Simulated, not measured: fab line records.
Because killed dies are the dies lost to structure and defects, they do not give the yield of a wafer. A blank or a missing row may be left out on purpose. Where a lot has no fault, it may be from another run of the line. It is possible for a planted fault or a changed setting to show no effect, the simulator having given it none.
Code-filled problem report in 8D (eight disciplines) form || flow nand-harc || the parts of the form that need people (team, actions taken, sign-off) are left out

## 1. WHAT WENT WRONG
Mean of thk-nm at NHARC_A_ONON_D1_THK_MEAS_11: 1328 nm across 5 wafers in 3 lots; on wafers with no fault it is 999 nm (standard deviation 10). That puts it +33 standard deviations away from the usual mean.
The step: measures by ellipsometry.
The first sign was on wafer L358.2 at day 12 09:54, on film-metro-02. Wafers with a number at this step in the record: 43, from 15 lots. The rule behind "out" and "out of limits": a value lying over 4 standard deviations away from the usual mean. Any other wafer with a number is counted as sound.

## 2. WHAT IT IS, WHAT IT ISN'T
{"question": "which readings at this step", "is": "thk-nm", "is not": "-"}
{"question": "which lots", "is": "L358, L360, L362", "is not": "L347, L348, L349, L350, L351, L352, L353, L364, L365, L366, L368, L370"}
{"question": "which wafers of those lots", "is": "L358.2, L358.5, L360.2, L360.5, L362.2", "is not": "L360.3, L362.3"}
{"question": "read on which gauges", "is": "film-metro-01, film-metro-02", "is not": "-"}
{"question": "when", "is": "from day 12 09:54", "is not": "up to then (21 sound wafers); but 17 sound wafers of L360, L362, L364, L365, L366, L368, L370 came after"}

## 3. SUSPECTS, AND WHAT RULES EACH OUT
Counting: a tool at a process step up to the reading stays a suspect if it ran every lot that is out. Sound lots after the first of them don't rule it out here, since some wafers of a struck lot are sound.
- the gauge at NHARC_A_ONON_D1_THK_MEAS_11: ruled out. 2 gauges (film-metro-01, film-metro-02) read the wafers that are out.
- pecvd-onon-02 at NHARC_A_ONON_D1_DEP_09 (target thk 1000 nm): kept. It ran every lot that is out, first L358 (day 12 09:26); its last sound lot up to then is L353 (day 10 10:07).
The count leaves pecvd-onon-02 at NHARC_A_ONON_D1_DEP_09.

## 4. THE CAUSE (what the simulator had put in)
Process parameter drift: pecvd-onon-02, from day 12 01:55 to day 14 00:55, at NHARC_A_ONON_D1_DEP_09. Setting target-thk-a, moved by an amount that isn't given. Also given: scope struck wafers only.
The count eliminated every tool but this one.

## 5. THE EFFECT CHAIN, in route order
Each row: a reading where the mean over the struck wafers with a number is more than 3 standard deviations away from the usual. Only readings for which the record gives a usual standard deviation are gone through. hours: the time from each lot's start at the first step in this table that gives one to its start at this step, as a median over the lots. sigmas: the change in usual standard deviations.
{"hours": 0, "step": "NHARC_A_ONON_D1_THK_MEAS_11", "reading": "thk-nm", "usual": "999 nm", "on struck wafers": 1328, "change": "+329", "sigmas": "+33"}
{"hours": 408, "step": "NHARC_END_SORT_01", "reading": "killed-at-array", "usual": 53, "on struck wafers": 672, "change": "+619", "sigmas": "+29"}
{"hours": 408, "step": "NHARC_END_SORT_01", "reading": "killed-dies", "usual": 58, "on struck wafers": 677, "change": "+619", "sigmas": "+29"}

## 6. WHAT WOULD HAVE CAUGHT IT SOONER
Counted from the fault's start at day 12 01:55, it took 8 hours until the first out-of-limits reading at a measuring or inspecting step in this record, taken at day 12 09:54.
L360, L362, from the lots that are out (3), started NHARC_A_ONON_D1_DEP_09 on pecvd-onon-02 later than day 12 09:54. A hold on the tool at that time would have spared those 2.
